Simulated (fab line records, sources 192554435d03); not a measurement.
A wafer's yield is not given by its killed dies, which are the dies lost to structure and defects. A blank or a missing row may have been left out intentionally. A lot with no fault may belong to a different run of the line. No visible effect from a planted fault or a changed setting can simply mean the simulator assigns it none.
One fault through the eyes of 2 desks :: flow n5_finfet :: each desk holds nothing but its own numbers, with what lay behind them at the end

## TOOL OWNER'S DESK, euv_scanner-01
The tool's own readings at N5_BEOL_M1_EXPOSE_08 (exposes mask M1): means of the sampled wafers that have a number, for each lot that ran on this tool. If a lot's mean is further than 4 standard deviations from the usual mean, the lot is out of limits and carries the mark OUT (the distance appears in the brackets).
Columns: A = exposure_dose_mJ_cm2 at N5_BEOL_M1_EXPOSE_08, usual 32.95
lot: L182
first seen here: day 6 07:13
A: 32.95

lot: L186
first seen here: day 7 04:14
A: 32.99

lot: L187
first seen here: day 7 06:49
A: 32.94

lot: L189
first seen here: day 7 16:16
A: 32.98

lot: L197
first seen here: day 9 20:22
A: 32.37 (-13) OUT

lot: L198
first seen here: day 10 02:43
A: 32.47 (-11) OUT
This desk's finding: out of limits on L197, L198; first on L197, day 9 20:22 (exposure_dose_mJ_cm2 at N5_BEOL_M1_EXPOSE_08). L182, L186, L187, L189: within limits.

## METROLOGY DESK
What the gauges read, lot by lot, whatever tool the lot ran on: means of the sampled wafers that have a number. If a lot's mean is further than 4 standard deviations from the usual mean, the lot is out of limits and carries the mark OUT (the distance appears in the brackets). Shown here are 7 of its 10 readings, the ones lying furthest out on some lot.
Columns: A = DIBL_N at N5_BEOL_M4_RC_MEAS_101, usual 36.4 mV/V; B = DIBL_P at N5_BEOL_M4_RC_MEAS_101, usual 36.1 mV/V; C = IOFF_N at N5_BEOL_M4_RC_MEAS_101, usual 0.156 nA/um; D = ION_P at N5_BEOL_M4_RC_MEAS_101, usual 463 uA/um; E = SS_N at N5_BEOL_M4_RC_MEAS_101, usual 71.5 mV/dec; F = VT_N at N5_BEOL_M4_RC_MEAS_101, usual 250.0 mV; G = VT_P at N5_BEOL_M4_RC_MEAS_101, usual -250 mV
lot: L182
first seen here: day 7 22:36
A: 36.5
B: 37.6
C: 0.163
D: 463
E: 71.4
F: 250.6
G: -251

lot: L184
first seen here: day 8 05:44
A: 37.6
B: 38.4
C: 0.185
D: 464
E: 72.2
F: 246.2
G: -250

lot: L186
first seen here: day 8 21:00
A: 36.4
B: 38.4
C: 0.182
D: 464
E: 71.8
F: 247.3
G: -249

lot: L187
first seen here: day 9 01:47
A: 35.4
B: 35.1
C: 0.137
D: 466
E: 71.6
F: 251.8
G: -248

lot: L189
first seen here: day 9 03:59
A: 35.4
B: 35.1
C: 0.155
D: 472
E: 71.2
F: 249.5
G: -247

lot: L197
first seen here: day 11 12:38
A: 36.3
B: 35.2
C: 0.147
D: 458
E: 71.2
F: 252.0
G: -254

lot: L198
first seen here: day 11 15:52
A: 36.6
B: 34.9
C: 0.138
D: 460
E: 71.3
F: 251.5
G: -251

lot: L201
first seen here: day 12 12:56
A: 37.3
B: 36.2
C: 0.170
D: 467
E: 71.5
F: 248.3
G: -247

lot: L202
first seen here: day 12 20:18
A: 34.3
B: 34.3
C: 0.128
D: 464
E: 70.8
F: 251.3
G: -250

lot: L205
first seen here: day 14 02:44
A: 35.3
B: 35.0
C: 0.146
D: 460
E: 71.6
F: 249.4
G: -254
Result from this desk: across the 10 lots, nothing is out of limits.

## BROUGHT TOGETHER
At day 9 20:22, on L197, L198, the tool owner's desk was in a position to raise an alarm.
At the metrology desk, nothing out of limits was observed.
The metrology desk holds a record of L197, L198, inside its limits.
N5_BEOL_M1_EXPOSE_08 was run on euv_scanner-01 by each of the lots named.

## WHAT WAS PUT IN BY THE SIMULATOR
Process parameters drifting: euv_scanner-01 at N5_BEOL_M1_EXPOSE_08, beginning at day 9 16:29. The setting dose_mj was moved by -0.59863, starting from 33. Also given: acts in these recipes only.
Shown lots that were struck: L197, L198.
Hours from the fault's start to each desk's first reading out of limits: the tool owner's desk, 4.
